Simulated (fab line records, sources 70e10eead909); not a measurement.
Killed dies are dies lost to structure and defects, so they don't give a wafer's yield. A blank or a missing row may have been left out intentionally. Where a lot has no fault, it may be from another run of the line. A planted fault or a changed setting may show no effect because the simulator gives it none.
Chamber matching    flow nand harc    pecvd-03 running NHARC_P_M0_PRE_CLEAN_31: 3 sister chambers
The step time 12 s. 18 wafers are shown with their chamber, then 9 later ones without.

WAFERS, EACH WITH ITS CHAMBER
wafer   chamber  heater power w (W)  rf fwd power W (W)
L074.1  1        749                 292.5
L074.3  2        631                 292.9
L074.6  2        600                 293.3
L083.2  1        630                 292.0
L083.3  0        574                 291.0
L083.6  0        595                 292.4
L084.1  2        631                 292.4
L084.5  2        620                 291.8
L084.6  0        639                 293.6
L086.1  0        661                 292.2
L086.3  2        596                 291.3
L086.5  2        588                 291.6
L089.2  2        650                 293.4
L089.4  1        706                 291.0
L089.5  0        650                 292.8
L090.2  2        553                 292.3
L090.3  1        696                 290.6
L090.6  0        679                 294.0

SIGNATURES (means of the wafers above)
reading         chamber 0  chamber 1  chamber 2  scatter within a chamber
heater power w  633.00     695.25     608.62     38.3
rf fwd power W  292.667    291.525    292.375    0.906
Rule: distance of a wafer from a chamber = root of the sum over the readings of ((wafer's reading minus chamber's mean) / reading's scatter) squared. If the next closest chamber is less than 2 further off than the closest, the wafer can't be placed; otherwise it belongs to the closest. How the scatter is found: for the shown wafers, subtract from each reading the mean of its chamber, square and add these, divide the total by (wafers less chambers), then take the root.

WAFERS WITH NO CHAMBER GIVEN
wafer   heater power w (W)  rf fwd power W (W)
L093.2  609                 292.5
L093.4  684                 291.7
L093.6  612                 291.5
L095.3  654                 292.0
L095.4  674                 293.1
L095.5  670                 292.3
L096.2  648                 293.2
L096.3  586                 292.8
L096.5  628                 291.9

WHICH CHAMBER EACH ONE RAN IN
wafer   from the rows above           in truth
L093.2  can't be placed: 2 or 0       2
L093.4  can't be placed: 1 or 0 or 2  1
L093.6  can't be placed: 2 or 0 or 1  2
L095.3  can't be placed: 0 or 1 or 2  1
L095.4  can't be placed: 0 or 1 or 2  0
L095.5  can't be placed: 0 or 1 or 2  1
L096.2  can't be placed: 0 or 2 or 1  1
L096.3  can't be placed: 2 or 0       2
L096.5  can't be placed: 2 or 0 or 1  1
Correct placement for 0 of the 9. Not placeable from these rows: 9 (in 9, the candidates include the true chamber). Wrongly placed: 0.
